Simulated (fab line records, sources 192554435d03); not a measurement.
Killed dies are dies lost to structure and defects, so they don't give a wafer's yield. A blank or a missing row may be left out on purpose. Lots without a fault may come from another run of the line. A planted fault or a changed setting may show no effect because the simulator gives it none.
fab line records | flow n5_finfet
record lots=6 wafers=18 last_day=17
route steps=1938 shown BEOL_M11@1576 PASSIVATION@1936
lots that met no fault: from a run of the same line without faults
start_h: hours from the record's first day to the start of the lot's first wafer shown | wait_h: hours since the lot's step before | " the same as in the row above | L1.1+2: a row that stands for several wafers | - no value, or no start given | * or withheld: withheld | < > ~ a bound
route shown NAME@n: a module of which the file shows steps, and the number in the route of the first | usual: mean/standard deviation of fault-free wafers | same: alike in all rows | chamber/n: place in a boat | sites: the reading at each site | _std_site: their standard deviation | _edge_site: outer sites' mean less inner sites' | radius_mm: how far each site lies from the wafer's centre | mask NAME#n: copy n | behind: the tool/chamber that last shaped the wafer | hold: why the lot was held/for how many hours/how that ended | device: the transistor (n, p or np) that didn't switch | end of line: the same wafers' tests at the end of the route | a step without rows: its recipe alone | killed: dies lost to structure and defects at the first sort, not the wafer's yield | map: a wafer's dies, x killed, . not, _ none there
set.NAME: the setting as run; set.NAME@STEP: as run at that earlier step | model.NAME: the simulator's own value behind a step, which no gauge read
lots at some steps of the route; a table a step, a row a wafer
services: from which hour (start_h, from the record's first day; less than 0 if before it) a tool's chamber was out of use, for how many hours, and why
## steps
# step N5_BEOL_M11_STRIP_73
# recipe chemistry=C4F6/O2 resist=SiARC rf_frequency_hz=6e+07
# step N5_BEOL_M11_STRIP_36
# recipe chemistry=N2/H2 power_w=450 temp_c=40 pressure_mtorr=20 rf_frequency_hz=6e+07 overash_fraction=0.3 bias_power_w=7 h2_frac=0.5 n2_flow_sccm=200 h2_flow_sccm=200
# usual chamber_pressure_mTorr=20.00/0.04 drypump_motor_current_A=5.9/0.52 n2_flow_sccm=200.0/0.56 oes_product_au=0.78/0.095 rf_vpp_V=59.2/1.8 showerhead_plenum_p_Torr=2.52/0.087 throttle_valve_pct=23.7/0.34
# same overash_fraction=0.3
# columns lot.wafer tool chamber start_h wait_h chamber_pressure_mTorr drypump_motor_current_A n2_flow_sccm oes_product_au rf_hours_counter_h rf_vpp_V showerhead_plenum_p_Torr throttle_valve_pct
L624.1 rie_diel-03 3 246.19 0.0 20.00 6.6 199.3 0.85 44 60.5 2.58 23.3
L624.4 " 0 " " 20.02 4.9 199.6 0.77 160 60.1 2.53 23.4
L624.5 " 1 " " 19.94 6.1 199.0 0.72 - 58.4 2.62 24.2
L629.1 rie_diel-01 2 261.85 0.0 20.05 5.7 199.4 0.84 68 59.0 2.59 23.6
L629.2 " 0 " " 19.98 6.4 198.7 0.81 131 60.2 2.55 23.4
L629.5 " 0 " " 20.00 6.4 199.6 0.80 - 58.2 2.55 23.4
L634.1 rie_diel-02 3 297.09 0.0 19.97 6.2 198.9 0.67 249 59.1 2.40 24.1
L634.3 " 1 " " 19.99 5.2 199.1 0.70 245 56.0 2.40 24.0
L634.5 " 2 " " 19.96 6.4 200.8 0.90 - 56.2 2.48 23.6
L638.2 rie_diel-01 1 331.52 0.0 20.02 5.8 200.6 0.84 81 60.5 2.67 23.3
L638.3 " 0 " " 19.97 6.5 199.5 0.77 151 59.1 2.54 23.4
L638.5 " 3 " " 20.00 5.4 200.3 0.85 - 60.8 2.46 22.9
L641.1 rie_diel-01 2 368.39 0.0 20.01 5.7 199.9 0.79 91 61.2 2.58 23.7
L641.5 " 3 " " 20.08 5.4 200.8 0.86 - 59.8 2.46 22.9
L641.6 " 0 " " 20.05 6.4 200.5 0.76 - 59.8 2.53 23.4
L644.1 rie_diel-03 0 375.31 0.0 19.95 4.9 200.7 0.73 196 59.0 2.51 23.5
L644.4 " 1 " " 19.97 6.1 200.5 0.69 230 58.7 2.61 24.2
L644.5 " 2 " " 20.02 5.8 200.4 0.69 - 58.0 2.52 23.5
# step N5_BEOL_M11_TRENCH_ETCH_37
# recipe chemistry=C4F6/O2 target_depth_a=1488.3 target=SiCOH_lowk time_s=48 ion_energy_ev=250 pressure_mtorr=30 source_w=345 bias_w=185 Ar_flow_sccm=300 C4F6_flow_sccm=10 O2_flow_sccm=10
# step N5_BEOL_M11_ETCH_41
# recipe chemistry=CH3F/O2 target=SiCN target_depth_a=426 taper_deg=2 time_s=86 ion_energy_ev=120 mask_material=TiN pressure_mtorr=30 source_w=395 bias_w=75 Ar_flow_sccm=150 CH3F_flow_sccm=30 O2_flow_sccm=20
# usual chamber_pressure_mTorr=30.000/0.026 drypump_motor_current_A=5.9/0.52 oes_product_au=0.78/0.097 rf_vpp_V=297.1/1.6 showerhead_plenum_p_Torr=1.99/0.065 throttle_valve_pct=16.36/0.29
# same time_s=86
# columns lot.wafer tool chamber start_h wait_h chamber_pressure_mTorr drypump_motor_current_A oes_product_au rf_hours_counter_h rf_vpp_V showerhead_plenum_p_Torr throttle_valve_pct
L624.1 rie_diel-03 3 - - 29.931 6.6 0.87 44 298.1 2.04 16.12
L624.4 " 0 " " 29.978 4.9 0.76 160 296.2 2.00 16.13
L624.5 " 1 " " 30.000 6.0 0.70 - 300.5 2.06 16.77
L629.1 rie_diel-01 2 - - 29.966 5.7 0.83 68 299.0 2.03 16.20
L629.2 " 0 " " 30.019 6.5 0.78 131 297.2 1.99 16.09
L629.5 " 0 " " 29.992 6.5 0.79 - 296.3 1.99 16.08
L634.1 rie_diel-02 3 - - 29.963 6.2 0.67 249 296.3 1.90 16.55
L634.3 " 1 " " 29.974 5.2 0.68 245 294.4 1.91 16.83
L634.5 " 2 " " 29.984 6.4 0.90 - 296.6 1.95 16.31
L638.2 rie_diel-01 1 - - 29.951 5.7 0.85 81 300.0 2.10 15.81
L638.3 " 0 " " 30.008 6.5 0.77 151 297.3 1.99 16.10
L638.5 " 3 " " 29.982 5.4 0.87 - 296.0 1.96 15.93
L641.1 rie_diel-01 2 - - 30.008 5.7 0.79 91 297.7 2.02 16.24
L641.5 " 3 " " 30.009 5.4 0.85 - 296.5 1.95 15.98
L641.6 " 0 " " 29.997 6.5 0.76 - 297.7 1.98 16.14
L644.1 rie_diel-03 0 - - 29.953 4.9 0.73 196 298.2 1.99 16.19
L644.4 " 1 " " 30.019 6.0 0.67 230 300.1 2.05 16.83
L644.5 " 2 " " 29.984 5.8 0.69 - 298.2 1.99 16.33
# step N5_BEOL_M11_STRIP_77
# recipe chemistry=N2/H2 time_s=10 power_w=450 temp_c=40 pressure_mtorr=20 rf_frequency_hz=6e+07 bias_power_w=7 n2_flow_sccm=200 h2_flow_sccm=200
# usual chamber_pressure_mTorr=20.001/0.017 drypump_motor_current_A=5.9/0.52 n2_flow_sccm=199.9/0.56 oes_product_au=0.78/0.094 rf_vpp_V=59.1/0.86 showerhead_plenum_p_Torr=2.52/0.087 throttle_valve_pct=23.7/0.33
# same time_s=10
# columns lot.wafer tool chamber start_h wait_h chamber_pressure_mTorr drypump_motor_current_A n2_flow_sccm oes_product_au rf_hours_counter_h rf_vpp_V showerhead_plenum_p_Torr throttle_valve_pct
L624.1 rie_diel-03 3 - - 20.036 6.6 200.0 0.87 44 59.5 2.58 23.4
L624.4 " 0 " " 20.017 4.9 199.6 0.76 161 59.2 2.53 23.4
L624.5 " 1 " " 19.979 6.0 200.0 0.71 - 60.9 2.62 24.1
L629.1 rie_diel-01 2 - - 19.960 5.7 200.2 0.82 68 58.6 2.59 23.6
L629.2 " 0 " " 19.973 6.4 200.8 0.80 131 60.2 2.55 23.4
L629.5 " 0 " " 20.011 6.4 199.0 0.80 - 59.1 2.55 23.4
L634.1 rie_diel-02 3 - - 20.015 6.2 199.9 0.67 250 58.6 2.40 24.1
L634.3 " 1 " " 20.003 5.2 199.5 0.69 245 58.5 2.40 24.0
L634.5 " 2 " " 20.002 6.4 199.0 0.90 - 59.8 2.48 23.6
L638.2 rie_diel-01 1 - - 19.982 5.8 199.9 0.83 81 59.9 2.67 23.3
L638.3 " 0 " " 19.967 6.4 200.2 0.77 151 59.1 2.54 23.4
L638.5 " 3 " " 20.012 5.5 200.6 0.86 - 59.9 2.46 22.9
L641.1 rie_diel-01 2 - - 20.040 5.7 200.7 0.79 91 58.7 2.58 23.7
L641.5 " 3 " " 19.981 5.4 199.8 0.84 - 57.2 2.46 22.9
L641.6 " 0 " " 19.998 6.4 198.6 0.77 - 58.4 2.53 23.4
L644.1 rie_diel-03 0 - - 20.000 4.9 198.8 0.73 196 59.2 2.51 23.5
L644.4 " 1 " " 20.000 6.0 199.5 0.68 230 59.4 2.61 24.2
L644.5 " 2 " " 20.000 5.8 200.2 0.68 - 59.3 2.52 23.5
# step N5_BEOL_M11_OCD_MEAS_38
# usual trench_depth_nm=148.5/2.9
# columns lot.wafer tool chamber start_h wait_h trench_depth_nm
L624.1 ocd-01 - 246.41 - 152.1
L624.4 " - " " 146.9
L624.5 " - " " 145.1
L629.1 ocd-01 - 262.08 - 149.2
L629.2 " - " " 147.7
L629.5 " - " " 147.2
L634.1 ocd-02 - 297.32 - 147.1
L634.3 " - " " 149.2
L634.5 " - " " 152.6
L638.2 ocd-01 - 331.75 - 151.9
L638.3 " - " " 146.8
L638.5 " - " " 149.2
L641.1 ocd-02 - 368.61 - 149.5
L641.5 " - " " 151.7
L641.6 " - " " 148.1
L644.1 ocd-02 - 375.53 - 146.3
L644.4 " - " " 143.9
L644.5 " - " " 147.1
# step N5_BEOL_M11_HM_STRIP_39
# recipe chemistry=peroxide_tin_strip material=TiN target_depth_a=250 temp_c=50 time_s=158
# step N5_BEOL_M11_SRD_40
# recipe time_s=30 temp_c=23 rinse_liquid=diw dry=ipa_marangoni
# step N5_BEOL_M11_PRECLEAN_42
# recipe chemistry=residue_remover time_s=60 temp_c=40
# step N5_BEOL_M11_SRD_43
# recipe time_s=30 temp_c=23 rinse_liquid=diw dry=ipa_marangoni
# step N5_BEOL_M11_CD_MEAS_35
# recipe target_cd_nm=70 polarity=opening
# usual cd_nm=70.0/0.66
# columns lot.wafer tool chamber start_h wait_h cd_nm
L624.1 cd_sem-01 - 246.56 0.0 70.6
L624.4 " - " " 70.6
L624.5 " - " " 70.1
L629.1 cd_sem-03 - 262.23 0.0 70.5
L629.2 " - " " 70.3
L629.5 " - " " 70.2
L634.1 cd_sem-03 - 297.48 0.0 69.6
L634.3 " - " " 70.3
L634.5 " - " " 69.8
L638.2 cd_sem-01 - 331.90 0.0 69.3
L638.3 " - " " 69.3
L638.5 " - " " 69.2
L641.1 cd_sem-02 - 368.76 0.0 70.3
L641.5 " - " " 70.1
L641.6 " - " " 70.1
L644.1 cd_sem-02 - 375.68 0.0 70.1
L644.4 " - " " 69.4
L644.5 " - " " 70.4
# step N5_BEOL_M11_CURE_72
# recipe temp_c=370 time_s=120 ambient=DMADMS/He material=SiCOH_lowk
# usual lamp_power_pct=52.31/0.05 wafer_temp_C_max=371.7/0.6
# same time_s=120
# columns lot.wafer tool chamber start_h wait_h lamp_power_pct wafer_temp_C_max
L624.1 uv_cure-02 2 246.64 0.1 52.39 371.8
L624.4 " 2 " " 52.32 371.6
L624.5 " 2 " " 52.40 371.3
L629.1 uv_cure-02 2 262.60 0.4 52.20 371.9
L629.2 " 2 " " 52.31 371.4
L629.5 " 2 " " 52.33 371.7
L634.1 uv_cure-02 1 297.52 0.0 52.35 371.5
L634.3 " 1 " " 52.25 371.6
L634.5 " 1 " " 52.28 371.8
L638.2 uv_cure-03 2 331.99 0.1 52.24 372.4
L638.3 " 2 " " 52.32 373.4
L638.5 " 2 " " 52.27 374.0
L641.1 uv_cure-02 0 368.81 0.0 52.35 371.2
L641.5 " 0 " " 52.27 370.6
L641.6 " 0 " " 52.32 371.3
L644.1 uv_cure-02 0 375.72 0.0 52.28 371.3
L644.4 " 0 " " 52.33 371.4
L644.5 " 0 " " 52.25 371.0
# step N5_BEOL_M11_DEGAS_44
# recipe ambient=vacuum temp_c=250 time_s=60
# usual heater_power_w=332/28 susceptor_temp_C=249.99/0.18
# same time_s=60
# columns lot.wafer tool chamber start_h wait_h heater_power_w susceptor_temp_C
L624.1 pvd_sputter-01 - 247.41 0.7 377 250.18
L624.4 " - " " 356 249.86
L624.5 " - " " 344 249.78
L629.1 pvd_sputter-03 - 264.37 1.7 287 247.34
L629.2 " - " " 290 247.47
L629.5 " - " " 290 247.55
L634.1 pvd_sputter-03 - 298.10 0.5 287 247.42
L634.3 " - " " 332 247.54
L634.5 " - " " 324 247.39
L638.2 pvd_sputter-01 - 332.26 0.2 353 249.89
L638.3 " - " " 340 250.04
L638.5 " - " " 372 250.09
L641.1 pvd_sputter-03 - 369.71 0.9 385 249.99
L641.5 " - " " 302 249.88
L641.6 " - " " 340 249.75
L644.1 pvd_sputter-03 - 376.19 0.4 379 249.98
L644.4 " - " " 333 249.91
L644.5 " - " " 332 249.64
# step N5_BEOL_M11_PRE_CLEAN_45
# recipe gas=H2/He time_s=30 temp_c=250
# usual heater_power_w=331/28
# same time_s=30
# columns lot.wafer tool chamber start_h wait_h heater_power_w
L624.1 pvd_sputter-01 - 247.45 0.0 372
L624.4 " - " " 353
L624.5 " - " " 339
L629.1 pvd_sputter-03 - 264.41 0.0 294
L629.2 " - " " 304
L629.5 " - " " 296
L634.1 pvd_sputter-03 - 298.14 0.0 302
L634.3 " - " " 333
L634.5 " - " " 331
L638.2 pvd_sputter-01 - 332.30 0.0 335
L638.3 " - " " 345
L638.5 " - " " 374
L641.1 pvd_sputter-03 - 369.75 0.0 387
L641.5 " - " " 297
L641.6 " - " " 328
L644.1 pvd_sputter-03 - 376.23 0.0 379
L644.4 " - " " 332
L644.5 " - " " 333
# step N5_PASSIVATION_PROBE_49
# usual defect_limited_yield=91.0/1.6 killed_at_M0_to_M3=35/11 killed_at_M4_up=14/5.3 killed_at_contacts=13/6.7 killed_at_front_end=41/12 killed_at_other=3.9/2.7 killed_dies=106/19 killed_open=70/14 killed_short=35/8.8 sort_bin_5_function=5.3/1 sort_bin_6_memory=3.3/0.81 sort_n_pass=1073/19 sort_yield_pct=91.0/1.6
# same gross_dies=1180 killed_at_back_side=0 sort_bin_4_leakage[%]=0 sort_bin_8_speed[%]=0
# columns lot.wafer tool chamber start_h wait_h defect_limited_yield[%] killed_at_M0_to_M3 killed_at_M4_up killed_at_contacts killed_at_front_end killed_at_other killed_dies killed_open killed_short sort_bin_5_function[%] sort_bin_6_memory[%] sort_n_pass sort_yield_pct[%]
L624.1 prober-02 - 294.80 0.0 90.5 34 21 24 30 3 112 73 32 5.8 3.2 1068 90.5
L624.4 prober-02 - 294.95 0.2 92.0 29 20 18 24 3 94 73 18 4.6 3.1 1086 92.0
L624.5 prober-02 - 295.00 0.2 93.0 19 16 12 34 2 83 54 25 4.1 2.5 1097 93.0
L629.1 prober-02 - 319.65 0.0 91.4 50 9 15 27 1 102 65 33 5.4 3.1 1078 91.4
L629.2 prober-02 - 319.70 0.1 91.9 52 12 9 21 1 95 60 34 5.3 2.5 1085 91.9
L629.5 prober-02 - 319.85 0.2 92.6 25 10 11 38 3 87 55 26 3.4 2.9 1093 92.6
L634.1 prober-01 - 339.96 0.0 91.9 41 15 0 36 4 96 67 27 5.0 3.1 1084 91.9
L634.3 prober-01 - 340.06 0.1 89.7 58 12 6 41 4 121 85 35 6.8 3.2 1059 89.7
L634.5 prober-01 - 340.16 0.2 94.9 19 13 6 20 2 60 39 19 3.6 1.5 1120 94.9
L638.2 prober-02 - 370.69 0.1 91.5 32 12 11 40 5 100 64 36 4.7 3.4 1080 91.5
L638.3 prober-02 - 370.74 0.1 91.6 40 2 6 44 7 99 55 44 4.7 3.2 1081 91.6
L638.5 prober-02 - 370.84 0.2 92.5 20 12 10 45 1 88 55 33 4.4 2.9 1092 92.5
L641.1 prober-02 - 408.95 0.0 88.2 29 30 20 54 6 139 102 34 6.7 4.5 1041 88.2
L641.5 prober-02 - 409.15 0.2 87.8 27 13 17 83 4 144 102 42 6.9 4.7 1036 87.8
L644.1 prober-01 - 413.30 0.0 89.9 32 16 17 46 8 119 79 37 6.4 3.1 1061 89.9
L644.4 prober-01 - 413.45 0.2 91.2 37 21 9 28 9 104 74 29 5.8 2.8 1076 91.2
L644.5 prober-01 - 413.50 0.2 89.7 47 14 10 48 3 122 83 36 5.2 4.7 1058 89.7
# killed by level:class
L624.1 MOL_CONTACT_COAG:geometric_particle:open=18 BEOL_M4:geometric_particle:open=11 BEOL_M2:geometric_particle:open=10 BEOL_M1:geometric_particle:open=9 FIN_SAQP:geometric_particle:open=7 BEOL_M2:geometric_particle:short=6 MOL_CONTACT_COAG:geometric_particle:short=6 GATE_CUT:geometric_particle:short=4
L624.4 MOL_CONTACT_COAG:geometric_particle:open=15 BEOL_M2:geometric_particle:open=13 BEOL_M4:geometric_particle:open=9 FIN_SAQP:geometric_particle:open=6 BEOL_M1:geometric_particle:open=6 BEOL_M3:geometric_particle:open=5 FIN_SAQP:geometric_particle:short=3 MOL_CONTACT_COAG:geometric_particle:short=3
L624.5 MOL_CONTACT_COAG:geometric_particle:open=10 FIN_SAQP:geometric_particle:open=7 STI_FIN_REVEAL:geometric_particle:open=7 BEOL_M4:geometric_particle:open=5 FIN_SAQP:geometric_particle:short=4 ILD0:geometric_particle:short=4 BEOL_M2:geometric_particle:open=4 BEOL_M0_SAQP:geometric_particle:open=3
L629.1 BEOL_M3:geometric_particle:open=16 MOL_CONTACT_COAG:geometric_particle:open=12 BEOL_M0_SAQP:geometric_particle:short=8 FIN_SAQP:geometric_particle:open=7 BEOL_M1:geometric_particle:open=7 FIN_SAQP:geometric_particle:short=5 BEOL_M0_SAQP:geometric_particle:open=5 BEOL_M2:geometric_particle:open=4
L629.2 BEOL_M1:geometric_particle:short=12 BEOL_M0_SAQP:geometric_particle:open=8 BEOL_M3:geometric_particle:open=8 MOL_CONTACT_COAG:geometric_particle:open=7 BEOL_M0:geometric_particle:open=7 FIN_SAQP:geometric_particle:open=5 BEOL_M2:geometric_particle:open=5 FIN_SAQP:geometric_particle:short=4
L629.5 MOL_CONTACT_COAG:geometric_particle:open=10 BEOL_M1:geometric_particle:open=9 FIN_SAQP:geometric_particle:open=8 BEOL_M0_SAQP:geometric_particle:short=6 BEOL_M4:geometric_particle:open=5 HKMG_FIN:area_etch=5 STI_FIN_REVEAL:geometric_particle:open=4 FIN_SAQP:geometric_particle:short=3
L634.1 FIN_SAQP:geometric_particle:open=17 BEOL_M3:geometric_particle:open=10 BEOL_M0_SAQP:geometric_particle:short=9 BEOL_M0_SAQP:geometric_particle:open=8 BEOL_M4:geometric_particle:open=7 BEOL_M2:geometric_particle:open=5 GATE_CUT:geometric_particle:short=4 FIN_SAQP:geometric_particle:short=3
L634.3 FIN_SAQP:geometric_particle:open=20 BEOL_M0_SAQP:geometric_particle:open=20 BEOL_M0_SAQP:geometric_particle:short=16 BEOL_M1:geometric_particle:open=7 BEOL_M3:geometric_particle:open=6 MOL_CONTACT_COAG:geometric_particle:open=5 FIN_SAQP:geometric_particle:short=4 DUMMY_GATE:geometric_particle:open=3
L634.5 BEOL_M2:geometric_particle:open=5 BEOL_M3:geometric_particle:open=5 MOL_CONTACT_COAG:geometric_particle:open=4 BEOL_M4:geometric_particle:open=4 FIN_SAQP:geometric_particle:short=3 FIN_SAQP:geometric_particle:open=3 STI_FIN_REVEAL:geometric_particle:open=3 GATE_CUT:geometric_particle:short=3
L638.2 BEOL_M3:geometric_particle:open=14 FIN_SAQP:geometric_particle:short=13 MOL_CONTACT_COAG:geometric_particle:open=11 STI_FIN_REVEAL:geometric_particle:open=6 BEOL_M0_SAQP:geometric_particle:short=6 BEOL_M1:geometric_particle:open=6 FIN_SAQP:geometric_particle:open=5 BEOL_M4:geometric_particle:open=5
L638.3 BEOL_M0_SAQP:geometric_particle:short=15 BEOL_M0_SAQP:geometric_particle:open=11 FIN_SAQP:geometric_particle:open=7 STI_FIN_REVEAL:geometric_particle:open=7 GATE_CUT:geometric_particle:open=6 FIN_SAQP:geometric_particle:short=5 GATE_CUT:geometric_particle:short=5 BEOL_M2:geometric_particle:open=5
L638.5 STI_FIN_REVEAL:geometric_particle:open=14 MOL_CONTACT_COAG:geometric_particle:open=9 FIN_SAQP:geometric_particle:short=7 STI_FIN_REVEAL:geometric_particle:short=7 BEOL_M8:geometric_particle:open=6 GATE_CUT:geometric_particle:short=5 BEOL_M1:geometric_particle:open=5 FIN_SAQP:geometric_particle:open=4
L641.1 BEOL_M4:geometric_particle:open=19 MOL_CONTACT_COAG:geometric_particle:open=17 STI_FIN_REVEAL:geometric_particle:open=12 BEOL_M0_SAQP:geometric_particle:open=12 FIN_SAQP:geometric_particle:short=11 DUMMY_GATE:geometric_particle:open=10 FIN_SAQP:geometric_particle:open=8 STI_FIN_REVEAL:geometric_particle:short=7
L641.5 STI_FIN_REVEAL:geometric_particle:open=37 FIN_SAQP:geometric_particle:short=14 MOL_CONTACT_COAG:geometric_particle:open=14 FIN_SAQP:geometric_particle:open=11 BEOL_M3:geometric_particle:open=8 BEOL_M0_SAQP:geometric_particle:short=6 DUMMY_GATE:geometric_particle:open=5 BEOL_M4:geometric_particle:open=4
L644.1 MOL_CONTACT_COAG:geometric_particle:open=14 BEOL_M4:geometric_particle:open=10 BEOL_M1:geometric_particle:open=9 BEOL_M3:geometric_particle:open=8 FIN_SAQP:geometric_particle:open=7 BEOL_M3:geometric_particle:short=6 DUMMY_GATE:geometric_particle:open=5 GATE_CUT:geometric_particle:short=5
L644.4 BEOL_M1:geometric_particle:open=15 BEOL_M4:geometric_particle:open=13 BEOL_M2:geometric_particle:open=7 MOL_CONTACT_COAG:geometric_particle:open=6 GATE_CUT:geometric_particle:short=5 PAD_METAL:geometric_particle:open=5 FIN_SAQP:geometric_particle:open=4 GATE_CUT:geometric_particle:open=4
L644.5 BEOL_M1:geometric_particle:open=15 BEOL_M3:geometric_particle:open=14 FIN_SAQP:geometric_particle:open=10 FIN_SAQP:geometric_particle:short=9 MOL_CONTACT_COAG:geometric_particle:open=9 BEOL_M1:geometric_particle:short=7 BEOL_M4:geometric_particle:open=6 STI_FIN_REVEAL:geometric_particle:open=5
## services
# columns tool chamber start_h hours kind
rie_diel-02 - 226.79 14.6 pm
rie_diel-01 - 271.77 2.8 pm
rie_diel-02 0 275.91 6.9 repair
rie_diel-01 2 285.53 14.8 repair
pvd_sputter-03 - 294.50 0.8 repair
rie_diel-02 3 302.17 - clean
rie_diel-02 3 302.17 - consumable_replace:focus_ring
rie_diel-02 3 302.17 - consumable_replace:showerhead
rie_diel-02 3 302.17 17.7 scheduled_down
rie_diel-02 3 302.17 17.7 vent_cycle
rie_diel-02 1 320.25 - clean
rie_diel-02 1 320.25 - consumable_replace:esc
rie_diel-02 1 320.25 - consumable_replace:focus_ring
rie_diel-02 1 320.25 - consumable_replace:showerhead
rie_diel-02 1 320.25 34.3 scheduled_down
rie_diel-02 1 320.25 34.3 vent_cycle
uv_cure-02 - 320.44 7.5 pm
## key
first_sign step=N5_BEOL_M11_DEGAS_44 reading=susceptor_temp_C direction=down sigmas=14 usual=* struck=*
effect none on later readings
met_at N5_BEOL_M11_DEGAS_44
struck_wafers L629.1,L629.2,L629.5,L634.1,L634.3,L634.5
fault kind=process_parameter_drift tool=pvd_sputter-03 chamber=- onset_h=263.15 steps=N5_BEOL_M11_DEGAS_44 channel=temp_c offset=* shape=step end_h=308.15 acts_in=* stated=*
